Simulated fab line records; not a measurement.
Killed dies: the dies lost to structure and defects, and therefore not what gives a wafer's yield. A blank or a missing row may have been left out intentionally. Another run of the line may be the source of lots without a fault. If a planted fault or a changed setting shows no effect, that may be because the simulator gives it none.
A single fault, viewed from 2 desks    flow n5Finfet    only its own numbers are on each desk; what lay behind them is given at the end

== AT THE METROLOGY DESK ==
What the gauges read for every lot (on any tool): the sampled wafers with a number, averaged. If a lot's mean is further than 4 standard deviations from the usual mean, the lot is out of limits and carries the mark OUT (the distance appears in the brackets). 7 of its 11 readings are shown, namely those furthest out on some lot.
Columns: A = cdNm at N5_MOL_CONTACT_COAG_CD_MEAS_137, usual 16.1 nm; B = DIBL_N at N5_BEOL_M4_RC_MEAS_101, usual 36.8 mV/V; C = DIBL_P at N5_BEOL_M4_RC_MEAS_101, usual 37.1 mV/V; D = ION_N at N5_BEOL_M4_RC_MEAS_101, usual 679 uA/um; E = ION_P at N5_BEOL_M4_RC_MEAS_101, usual 466 uA/um; F = SS_N at N5_BEOL_M4_RC_MEAS_101, usual 71.7 mV/dec; G = SS_P at N5_BEOL_M4_RC_MEAS_101, usual 73.5 mV/dec
lot   first seen here  A     B     C     D    E    F     G
L955  day 5 16:03      15.9  37.0  36.1  675  461  71.0  73.3
L957  day 6 04:16      15.9  37.0  38.6  681  468  71.8  73.1
L958  day 6 10:11      16.2  37.2  36.4  675  462  72.3  73.7
L966  day 8 09:31      15.6  35.4  33.9  669  465  71.0  73.6
L967  day 8 12:52      15.6  37.7  36.0  665  462  71.5  74.0
L969  day 9 02:49      15.8  37.0  37.0  687  468  71.4  73.0
L974  day 10 09:41     15.6  37.8  37.8  698  475  71.8  73.6
L975  day 10 14:48     16.1  34.9  34.7  679  472  71.7  73.1
L976  day 10 19:26     16.2  37.0  36.8  674  464  71.2  72.9
This desk's finding: nothing out of limits on any of the 9 lots.

== FOR THE TOOL OWNER'S DESK: aldSin-01 ==
The tool's own readings at N5_MOL_CONTACT_COAG_ALD_133 (deposits SiO2, target thk 5 nm, pulse time 1 s, co reactant pulse time 1 s): means of the sampled wafers that have a number, for each lot that ran on this tool. If a lot's mean is further than 4 standard deviations from the usual mean, the lot is out of limits and carries the mark OUT (the distance appears in the brackets).
Columns: A = heaterPowerW at N5_MOL_CONTACT_COAG_ALD_133, usual 77 W; B = precursorPulseHeightRel at N5_MOL_CONTACT_COAG_ALD_133, usual 1.001
lot   first seen here  A   B
L955  day 5 17:08      77  1.001
L958  day 6 10:53      76  0.993
L966  day 8 10:13      78  1.007
L967  day 8 13:28      79  1.015
L969  day 9 03:31      73  0.994
This desk's finding: nothing out of limits on any of the 5 lots.

== ALL TOGETHER ==
Metrology desk: nothing out of limits seen.
The tool owner's desk saw nothing out of limits.

== WHAT HAD BEEN PUT IN BY THE SIMULATOR ==
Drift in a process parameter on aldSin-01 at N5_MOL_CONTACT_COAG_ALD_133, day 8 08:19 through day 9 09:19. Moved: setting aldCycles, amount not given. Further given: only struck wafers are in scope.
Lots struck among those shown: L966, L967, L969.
